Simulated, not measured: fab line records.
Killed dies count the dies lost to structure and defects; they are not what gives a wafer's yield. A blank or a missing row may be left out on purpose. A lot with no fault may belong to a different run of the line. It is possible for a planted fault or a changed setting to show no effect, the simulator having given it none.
Matching of chambers    flow nand harc    NHARC_A_WL_FILL_ALD_02 on ald metal-01: 4 sister chambers
The step deposits TiN, target thk 2 nm, pulse time 3 s, ald cycles 100. 24 wafers are shown with their chamber, then 12 later ones without.

## WAFERS, EACH WITH ITS CHAMBER
wafer   chamber  heater power w (W)  precursor pulse height rel
L074.1  0        943                 1.001
L074.2  2        1166                1.007
L074.5  2        1172                0.980
L077.4  3        918                 0.986
L077.5  2        1171                0.993
L077.6  3        928                 1.020
L079.1  3        904                 0.974
L079.4  2        1177                0.981
L079.5  2        1168                0.975
L081.1  0        912                 1.020
L081.3  3        878                 0.970
L081.6  3        896                 0.996
L082.1  1        1037                0.961
L082.2  3        897                 1.015
L082.4  0        910                 0.985
L086.1  2        1167                0.998
L086.3  3        912                 1.023
L086.5  3        917                 0.997
L087.1  2        1188                1.027
L087.2  0        929                 0.996
L087.3  3        889                 0.984
L087.4  1        1018                0.999
L087.5  2        1168                0.987
L087.6  3        922                 0.996

SIGNATURES, as means of the wafers listed above
reading                     chamber 0  chamber 1  chamber 2  chamber 3  scatter within a chamber
heater power w              923.50     1027.50    1172.12    906.10     13.4
precursor pulse height rel  1.00050    0.98000    0.99350    0.99610    0.018
Rule: for a wafer and a chamber, the distance is found by dividing, reading by reading, the gap between the wafer's reading and the chamber's mean by the reading's scatter, squaring, summing and taking the root. The wafer belongs to the nearest chamber; if the next one is less than 2 further off, it can't be placed. How the scatter is found: for the shown wafers, subtract from each reading the mean of its chamber, square and add these, divide the total by (wafers less chambers), then take the root.

## WAFERS WITH NO CHAMBER GIVEN
wafer   heater power w (W)  precursor pulse height rel
L091.4  1039                1.007
L091.5  946                 1.020
L091.6  915                 1.009
L092.1  941                 1.016
L092.2  1040                0.984
L092.3  935                 1.018
L094.2  1011                1.024
L094.4  1145                0.995
L094.5  1033                1.006
L095.3  1032                1.000
L095.5  904                 1.009
L095.6  925                 0.994

## THE CHAMBER EACH PASSED THROUGH
wafer   from the rows above      in truth
L091.4  1                        1
L091.5  can't be placed: 0 or 3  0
L091.6  can't be placed: 0 or 3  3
L092.1  can't be placed: 0 or 3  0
L092.2  1                        1
L092.3  can't be placed: 0 or 3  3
L094.2  1                        1
L094.4  2                        2
L094.5  1                        1
L095.3  1                        1
L095.5  can't be placed: 3 or 0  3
L095.6  can't be placed: 0 or 3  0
Correctly placed: 6 of 12. Unplaceable from these rows: 6, with the true chamber sitting among the candidates in 6. Number placed wrongly: 0.
